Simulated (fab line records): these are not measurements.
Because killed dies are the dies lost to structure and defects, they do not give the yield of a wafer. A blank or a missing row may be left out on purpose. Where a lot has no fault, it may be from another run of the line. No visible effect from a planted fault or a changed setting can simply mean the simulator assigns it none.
Chamber matching | flow n5 finfet | 3 sister chambers for N5_BEOL_M5_CO_CAP_78 on cvd co-02
The step material Co, precursor CCTBA/H2, target thk 2 nm, time 102.1 s. 3 wafers are shown with their chamber, then 12 later ones without.

WAFERS WITH THEIR CHAMBER
wafer  | chamber | heater power w (W)
L087.3 | 0       | 245
L089.3 | 2       | 207
L089.4 | 1       | 274

WAFERS WHOSE CHAMBER IS MISSING
wafer  | heater power w (W)
L090.1 | 264
L090.4 | 203
L090.5 | 256
L091.3 | 279
L091.5 | 255
L091.6 | 205
L092.3 | 201
L092.4 | 206
L092.6 | 267
L093.1 | 269
L093.2 | 246
L093.4 | 249

WHICH CHAMBER EACH ONE RAN IN
wafer  | from the rows above     | in truth
L090.1 | can't be placed: 1 or 0 | 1
L090.4 | 2                       | 2
L090.5 | can't be placed: 0 or 1 | 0
L091.3 | 1                       | 1
L091.5 | can't be placed: 0 or 1 | 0
L091.6 | 2                       | 2
L092.3 | 2                       | 2
L092.4 | 2                       | 2
L092.6 | 1                       | 1
L093.1 | 1                       | 1
L093.2 | 0                       | 0
L093.4 | 0                       | 0
Placed correctly: 9 of 12. These rows do not allow placing 3 (true chamber among the candidates in 3). Number placed wrongly: 0.
How it was worked out, from the rows above alone: a wafer's distance from a chamber is the root of the sum, over the readings, of the square of ((its reading less the chamber's mean) divided by the reading's scatter). If the next closest chamber is less than 2 further off than the closest, the wafer can't be placed; otherwise it belongs to the closest. For every chamber, the mean is computed from those of its wafers that are shown. The scatter (one wafer shown for each chamber): square how far every hidden wafer sits from the nearest shown wafer, average those squares and take the square root.
